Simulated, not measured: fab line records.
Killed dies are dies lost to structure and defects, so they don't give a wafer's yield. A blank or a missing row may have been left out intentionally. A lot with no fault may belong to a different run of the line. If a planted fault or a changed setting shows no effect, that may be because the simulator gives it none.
The tool behind it: which one? | flow n5 finfet | 22 lots with 66 wafers sampled at 4 steps, on a route of 1938 steps

## WHAT THE GAUGES READ, wafer by wafer
N5_BEOL_M0_SAQP_CD_MEAS_29 targets a cd of 14.4 nm.
lot  | measured     | on        | cd nm (nm)
L074 | day 5 17:28  | cd sem-01 | 14.90 15.09 14.77
L076 | day 6 01:37  | cd sem-02 | 14.85 14.75 14.57
L075 | day 6 03:02  | cd sem-02 | 14.84 14.84 14.63
L077 | day 6 14:16  | cd sem-01 | 15.06 15.33 15.10
L078 | day 7 04:01  | cd sem-01 | 14.96 14.87 14.58
L079 | day 7 09:10  | cd sem-03 | 15.26 14.81 15.14
L080 | day 7 09:39  | cd sem-01 | 14.98 15.27 15.03
L081 | day 7 23:29  | cd sem-01 | 15.26 15.21 15.23
L082 | day 7 23:56  | cd sem-01 | 14.82 14.54 14.90
L083 | day 7 23:58  | cd sem-03 | 15.32 15.20 14.98
L084 | day 8 04:34  | cd sem-01 | 15.09 14.93 15.01
L085 | day 8 07:37  | cd sem-01 | 15.09 15.05 15.02
L086 | day 8 23:49  | cd sem-01 | 14.94 15.05 14.82
L087 | day 9 03:50  | cd sem-03 | 15.09 15.04 14.83
L088 | day 9 07:22  | cd sem-03 | 14.33 14.83 15.15
L089 | day 9 08:57  | cd sem-01 | 14.75 14.80 14.98
L091 | day 9 19:16  | cd sem-01 | 15.02 15.12 14.75
L092 | day 10 00:50 | cd sem-01 | 15.17 15.09 15.11
L093 | day 10 10:45 | cd sem-03 | 15.03 14.98 14.86
L094 | day 10 16:06 | cd sem-03 | 15.13 15.01 15.36
L095 | day 10 23:26 | cd sem-02 | 14.98 15.12 14.86
L097 | day 11 13:21 | cd sem-03 | 15.05 15.02 14.88

## WHICH TOOL RAN EACH LOT (tool, then ch and the chambers of the sampled wafers, then the start)
lot  | N5_BEOL_M0_SAQP_MANDREL_ETCH_103 | N5_BEOL_M0_SAQP_SPACER2_ALD_26    | N5_BEOL_M0_SAQP_MANDREL2_REMOVE_110
L074 | rie si-03 ch 0,1,3, day 5 15:53  | ald sin-02 ch 1,2,3, day 5 16:43  | rie si-03 ch 1,2,3, day 5 17:21
L076 | rie si-03 ch 0,1,2, day 5 23:39  | ald sin-01 ch 1,2,3, day 6 00:52  | rie si-04 ch 0,2,3, day 6 01:31
L075 | rie si-03 ch 2,3, day 6 01:25    | ald sin-04 ch 1,2, day 6 02:17    | rie si-03 ch 0,2,3, day 6 02:55
L077 | rie si-05 ch 0,1, day 6 12:40    | ald sin-04 ch 0,3, day 6 13:31    | rie si-04 ch 1,2,3, day 6 14:08
L078 | rie si-03 ch 0,1,3, day 7 02:24  | ald sin-01 ch 0,1,2, day 7 03:14  | rie si-05 ch 0,2,3, day 7 03:54
L079 | rie si-04 ch 0,1,2, day 7 07:26  | ald sin-02 ch 0,1, day 7 08:25    | rie si-04 ch 1,2,3, day 7 09:04
L080 | rie si-03 ch 2,3, day 7 07:50    | ald sin-01 ch 0,1,3, day 7 08:54  | rie si-05 ch 1,2,3, day 7 09:32
L081 | rie si-05 ch 0,1, day 7 17:47    | ald sin-02 ch 1,2,3, day 7 22:41  | rie si-04 ch 1,2,3, day 7 23:22
L082 | rie si-05 ch 0,2, day 7 18:11    | ald sin-01 ch 0,1,3, day 7 23:08  | rie si-05 ch 0,1,3, day 7 23:49
L083 | rie si-05 ch 1,2,3, day 7 19:17  | ald sin-02 ch 0,1,3, day 7 23:13  | rie si-03 ch 0,1,3, day 7 23:51
L084 | rie si-05 ch 0,1,2, day 8 02:31  | ald sin-02 ch 0,2,3, day 8 03:49  | rie si-04 ch 0,1,2, day 8 04:27
L085 | rie si-05 ch 0,1,2, day 8 06:02  | ald sin-02 ch 0,1,3, day 8 06:52  | rie si-05 ch 0,2,3, day 8 07:31
L086 | rie si-03 ch 1,2,3, day 8 22:08  | ald sin-04 ch 0,1, day 8 23:04    | rie si-05 ch 2,3, day 8 23:42
L087 | rie si-03 ch 1,2, day 9 02:04    | ald sin-01 ch 0,1,3, day 9 03:05  | rie si-05 ch 0,1,3, day 9 03:43
L088 | rie si-03 ch 0,1, day 9 05:28    | ald sin-01 ch 0,1,2, day 9 06:31  | rie si-03 ch 0,1,2, day 9 07:16
L089 | rie si-05 ch 0,1,3, day 9 07:22  | ald sin-04 ch 0,1,3, day 9 08:12  | rie si-03 ch 0,1,2, day 9 08:50
L091 | rie si-05 ch 0,1, day 9 17:31    | ald sin-02 ch 0,3, day 9 18:31    | rie si-04 ch 0,1,3, day 9 19:09
L092 | rie si-05 ch 0,1, day 9 23:08    | ald sin-02 ch 0,1, day 10 00:05   | rie si-04 ch 0,2,3, day 10 00:43
L093 | rie si-04 ch 0,1,3, day 10 09:10 | ald sin-02 ch 0,1,3, day 10 10:01 | rie si-05 ch 0,2,3, day 10 10:38
L094 | rie si-04 ch 1,2,3, day 10 14:31 | ald sin-02 ch 0,1,3, day 10 15:22 | rie si-04 ch 0,2,3, day 10 15:59
L095 | rie si-03 ch 0,1,3, day 10 21:49 | ald sin-02 ch 0,2,3, day 10 22:41 | rie si-05 ch 0,1, day 10 23:20
L097 | rie si-04 ch 0,2,3, day 11 11:40 | ald sin-04 ch 1,2, day 11 12:36   | rie si-04 ch 0,1,2, day 11 13:14
- N5_BEOL_M0_SAQP_MANDREL_ETCH_103: etches a-Si in HBr/Cl2, stops on SiCN, target depth 45 nm, bt time 10 s, time 27 s.
- N5_BEOL_M0_SAQP_SPACER2_ALD_26: deposits SiO2, target thk 15 nm, pulse time 1 s, purge time 2 s.
- N5_BEOL_M0_SAQP_MANDREL2_REMOVE_110: chemistry HBr/Cl2/O2, target a-Si, stops on SiCN, bt time 10 s.

## WHAT THE TOOLS THEMSELVES READ (means of the sampled wafers that have a number; where no wafer has one, the mark that the record gives instead)
N5_BEOL_M0_SAQP_MANDREL_ETCH_103.
lot  | tool      | bias w (W) | drypump motor current A (A) | oes product au (a.u.) | throttle valve pct (%)
L074 | rie si-03 | 75.10      | 5.84                        | 0.679                 | 35.2
L076 | rie si-03 | 75.01      | 6.00                        | 0.676                 | 35.3
L075 | rie si-03 | 75.26      | 6.09                        | 0.682                 | 35.1
L077 | rie si-05 | 74.94      | 5.78                        | 0.681                 | 35.6
L078 | rie si-03 | 75.17      | 5.83                        | 0.681                 | 35.2
L079 | rie si-04 | 75.09      | 5.84                        | 0.671                 | 35.7
L080 | rie si-03 | 74.94      | 5.92                        | 0.682                 | 35.1
L081 | rie si-05 | 74.91      | 5.78                        | 0.676                 | 35.6
L082 | rie si-05 | 74.98      | 5.79                        | 0.698                 | 35.6
L083 | rie si-05 | 74.90      | 5.70                        | 0.680                 | 35.6
L084 | rie si-05 | 75.03      | 5.79                        | 0.688                 | 35.6
L085 | rie si-05 | 75.07      | 5.79                        | 0.693                 | 35.6
L086 | rie si-03 | 74.77      | 5.96                        | 0.672                 | 35.3
L087 | rie si-03 | 75.05      | 6.14                        | 0.680                 | 35.3
L088 | rie si-03 | 75.16      | 5.88                        | 0.674                 | 35.4
L089 | rie si-05 | 74.80      | 5.82                        | 0.684                 | 35.5
L091 | rie si-05 | 74.94      | 5.80                        | 0.681                 | 35.6
L092 | rie si-05 | 75.27      | 5.80                        | 0.681                 | 35.6
L093 | rie si-04 | 74.97      | 6.09                        | 0.669                 | 35.9
L094 | rie si-04 | 74.92      | 5.89                        | 0.679                 | 35.6
L095 | rie si-03 | 75.01      | 5.84                        | 0.677                 | 35.2
L097 | rie si-04 | 75.11      | 5.65                        | 0.682                 | 35.7

N5_BEOL_M0_SAQP_SPACER2_ALD_26.
lot  | tool       | heater power w (W) | precursor pulse height rel | susceptor temp C (C)
L074 | ald sin-02 | 451                | 1.013                      | 299.89
L076 | ald sin-01 | 515                | 0.996                      | 299.91
L075 | ald sin-04 | 530                | 1.012                      | 300.17
L077 | ald sin-04 | 479                | 1.012                      | 299.85
L078 | ald sin-01 | 516                | 1.007                      | 300.17
L079 | ald sin-02 | 492                | 0.990                      | 300.11
L080 | ald sin-01 | 524                | 1.005                      | 299.88
L081 | ald sin-02 | 447                | 1.003                      | 299.98
L082 | ald sin-01 | 517                | 1.002                      | 300.06
L083 | ald sin-02 | 455                | 0.992                      | 300.09
L084 | ald sin-02 | 454                | 0.996                      | 300.07
L085 | ald sin-02 | 452                | 1.020                      | 300.06
L086 | ald sin-04 | 497                | 1.004                      | 300.01
L087 | ald sin-01 | 529                | 1.013                      | 299.94
L088 | ald sin-01 | 517                | 1.005                      | 300.05
L089 | ald sin-04 | 490                | 0.996                      | 299.86
L091 | ald sin-02 | 458                | 1.019                      | 299.90
L092 | ald sin-02 | 498                | 0.997                      | 300.18
L093 | ald sin-02 | 459                | 1.000                      | 299.89
L094 | ald sin-02 | 457                | 1.005                      | 299.95
L095 | ald sin-02 | 455                | 1.011                      | 300.03
L097 | ald sin-04 | 507                | 0.994                      | 300.01

N5_BEOL_M0_SAQP_MANDREL2_REMOVE_110.
lot  | tool      | bias w (W) | drypump motor current A (A) | oes product au (a.u.) | throttle valve pct (%)
L074 | rie si-03 | 29.98      | 6.0                         | 0.999                 | 36.5
L076 | rie si-04 | 29.87      | 5.7                         | 1.002                 | 37.1
L075 | rie si-03 | 29.92      | 6.0                         | 0.999                 | 36.3
L077 | rie si-04 | 29.99      | 5.9                         | 1.005                 | 36.9
L078 | rie si-05 | 30.00      | 5.8                         | 1.019                 | 36.7
L079 | rie si-04 | 30.01      | 5.9                         | 0.993                 | 36.9
L080 | rie si-05 | 30.08      | 5.7                         | 1.003                 | 36.9
L081 | rie si-04 | 30.00      | 5.9                         | 1.007                 | 36.9
L082 | rie si-05 | 30.13      | 5.8                         | 1.004                 | 36.8
L083 | rie si-03 | 30.00      | 5.8                         | 0.993                 | 36.5
L084 | rie si-04 | 30.08      | 5.8                         | 0.997                 | 36.9
L085 | rie si-05 | 30.00      | 5.8                         | 1.024                 | 36.7
L086 | rie si-05 | 30.11      | 5.7                         | 1.018                 | 36.8
L087 | rie si-05 | 30.00      | 5.8                         | 1.011                 | 36.8
L088 | rie si-03 | 30.07      | 6.0                         | 0.996                 | 36.5
L089 | rie si-03 | 29.99      | 6.0                         | 0.993                 | 36.6
L091 | rie si-04 | 29.95      | 6.1                         | 0.995                 | 37.1
L092 | rie si-04 | 29.93      | 5.7                         | 0.986                 | 37.0
L093 | rie si-05 | 30.01      | 5.8                         | 1.021                 | 36.7
L094 | rie si-04 | 29.99      | 5.6                         | 0.982                 | 37.0
L095 | rie si-05 | 29.95      | 5.8                         | 1.000                 | 36.9
L097 | rie si-04 | 30.07      | 5.8                         | 0.997                 | 36.8

## THE ANSWER, worked out from the rows above alone
Rule: the lots themselves supply what counts as usual. The widest of any qualifying gaps counts: lots, ordered by their means at a reading, are off when they make up no more than a third of the lots, leave a main group of 4 or more, and stand apart from it by 3 or more times the standard deviation of that group's means. A main group is skipped when, at the precision printed for the reading in the tables above, its means are all equal. A lot without any number at a reading at which 4 lots or more have one is off too. The other lots that the step has rows for count as sound. Order of review: gauges by route order, followed by the tools' own readings, for which a lot's mean as printed above is used. The first step at which some lot is off is used, and at that step the reading that is off furthest; a lot without a number counts as furthest.
No lot is off at any reading shown: from this, nothing can be told.

## WHAT THE SIMULATOR HAD INSERTED
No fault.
